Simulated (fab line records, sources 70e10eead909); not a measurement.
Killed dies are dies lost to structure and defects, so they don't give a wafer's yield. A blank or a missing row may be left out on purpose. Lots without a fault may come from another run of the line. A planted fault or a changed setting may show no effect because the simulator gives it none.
Chamber matching | flow nand_harc | NHARC_A_WL_FILL_ALD_19 on ald_metal-02: 4 sister chambers
The step deposits TiN, target thk 2 nm, pulse time 3 s, ald cycles 100. 8 wafers are shown with their chamber, then 9 later ones without.

WAFERS WITH THEIR CHAMBER
wafer  | chamber | heater_power_w (W) | precursor_pulse_height_rel
L076.2 | 1       | 1206               | 1.011
L080.2 | 1       | 1193               | 0.968
L084.2 | 3       | 968                | 0.964
L084.3 | 2       | 1061               | 1.033
L084.6 | 0       | 1089               | 0.972
L089.1 | 3       | 916                | 1.013
L089.5 | 2       | 1087               | 0.975
L089.6 | 0       | 1050               | 0.998

WAFERS WITHOUT THEIR CHAMBER
wafer  | heater_power_w (W) | precursor_pulse_height_rel
L092.1 | 877                | 0.997
L092.3 | 1095               | 1.006
L092.5 | 1238               | 1.015
L094.1 | 1064               | 1.023
L094.2 | 1241               | 0.980
L094.3 | 1070               | 0.979
L096.2 | 905                | 1.000
L096.4 | 1289               | 1.030
L096.6 | 1236               | 1.010

WHICH CHAMBER EACH WENT THROUGH
wafer  | from the rows above     | in truth
L092.1 | 3                       | 3
L092.3 | can't be placed: 2 or 0 | 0
L092.5 | 1                       | 1
L094.1 | can't be placed: 2 or 0 | 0
L094.2 | 1                       | 1
L094.3 | can't be placed: 0 or 2 | 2
L096.2 | 3                       | 3
L096.4 | 1                       | 1
L096.6 | 1                       | 1
Placed correctly: 6 of 9. Can't be placed from these rows: 3 (the true chamber is among the candidates in 3). Placed wrongly: 0.
How it was worked out, from the rows above alone: a wafer's distance from a chamber is the root of the sum, over the readings, of the square of ((its reading less the chamber's mean) divided by the reading's scatter). The wafer belongs to the nearest chamber; if the next one is less than 2 further off, it can't be placed. A chamber's mean is the mean of its shown wafers. The scatter: the root of (the sum of the squares of (reading less its chamber's mean) over the shown wafers, divided by (wafers less chambers)).
